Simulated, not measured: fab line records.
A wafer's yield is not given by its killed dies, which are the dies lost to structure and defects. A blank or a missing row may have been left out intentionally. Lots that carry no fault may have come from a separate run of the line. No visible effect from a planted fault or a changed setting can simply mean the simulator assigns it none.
Matching of chambers :: flow nand-harc :: pecvd-01 running NHARC_P_M0_PRE_CLEAN_31: 3 sister chambers
The step time 12 s. 22 wafers are shown with their chamber, then 11 later ones without.

WAFERS PAIRED WITH THEIR CHAMBERS
wafer: L078.1
chamber: 2
heater-power-w (W): 593

wafer: L078.2
chamber: 0
heater-power-w (W): 498

wafer: L078.6
chamber: 1
heater-power-w (W): 584

wafer: L080.2
chamber: 1
heater-power-w (W): 608

wafer: L080.3
chamber: 0
heater-power-w (W): 536

wafer: L080.5
chamber: 0
heater-power-w (W): 548

wafer: L081.2
chamber: 1
heater-power-w (W): 541

wafer: L081.3
chamber: 2
heater-power-w (W): 578

wafer: L081.4
chamber: 0
heater-power-w (W): 588

wafer: L083.3
chamber: 2
heater-power-w (W): 590

wafer: L083.4
chamber: 1
heater-power-w (W): 591

wafer: L083.6
chamber: 2
heater-power-w (W): 588

wafer: L084.1
chamber: 1
heater-power-w (W): 560

wafer: L084.5
chamber: 2
heater-power-w (W): 548

wafer: L084.6
chamber: 1
heater-power-w (W): 560

wafer: L085.1
chamber: 2
heater-power-w (W): 552

wafer: L085.3
chamber: 0
heater-power-w (W): 589

wafer: L085.4
chamber: 0
heater-power-w (W): 586

wafer: L087.1
chamber: 0
heater-power-w (W): 631

wafer: L087.2
chamber: 1
heater-power-w (W): 515

wafer: L087.6
chamber: 0
heater-power-w (W): 645

wafer: L089.1
chamber: 1
heater-power-w (W): 590

SIGNATURES (means of the wafers above)
reading: heater-power-w
chamber 0: 577.62
chamber 1: 568.62
chamber 2: 574.83
scatter within a chamber: 36.4
Rule: distance of a wafer from a chamber = root of the sum over the readings of ((wafer's reading minus chamber's mean) / reading's scatter) squared. If the next closest chamber is less than 2 further off than the closest, the wafer can't be placed; otherwise it belongs to the closest. The scatter: take each reading less its chamber's mean, square it, sum over the shown wafers, divide by the number of wafers less the number of chambers, and take the root.

WAFERS WITHOUT THEIR CHAMBER
wafer: L089.2
heater-power-w (W): 557

wafer: L089.6
heater-power-w (W): 531

wafer: L090.1
heater-power-w (W): 519

wafer: L090.4
heater-power-w (W): 614

wafer: L090.6
heater-power-w (W): 549

wafer: L091.1
heater-power-w (W): 515

wafer: L091.2
heater-power-w (W): 535

wafer: L091.4
heater-power-w (W): 541

wafer: L097.2
heater-power-w (W): 539

wafer: L097.4
heater-power-w (W): 545

wafer: L097.6
heater-power-w (W): 684

WHICH CHAMBER EACH WENT THROUGH
wafer: L089.2
from the rows above: can't be placed: 1 or 2 or 0
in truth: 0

wafer: L089.6
from the rows above: can't be placed: 1 or 2 or 0
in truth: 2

wafer: L090.1
from the rows above: can't be placed: 1 or 2 or 0
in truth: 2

wafer: L090.4
from the rows above: can't be placed: 0 or 2 or 1
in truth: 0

wafer: L090.6
from the rows above: can't be placed: 1 or 2 or 0
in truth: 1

wafer: L091.1
from the rows above: can't be placed: 1 or 2 or 0
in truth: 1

wafer: L091.2
from the rows above: can't be placed: 1 or 2 or 0
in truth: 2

wafer: L091.4
from the rows above: can't be placed: 1 or 2 or 0
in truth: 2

wafer: L097.2
from the rows above: can't be placed: 1 or 2 or 0
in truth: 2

wafer: L097.4
from the rows above: can't be placed: 1 or 2 or 0
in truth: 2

wafer: L097.6
from the rows above: can't be placed: 0 or 2 or 1
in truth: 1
Correctly placed: 0 of 11. Unplaceable from these rows: 11, with the true chamber sitting among the candidates in 11. 0 placed wrongly.
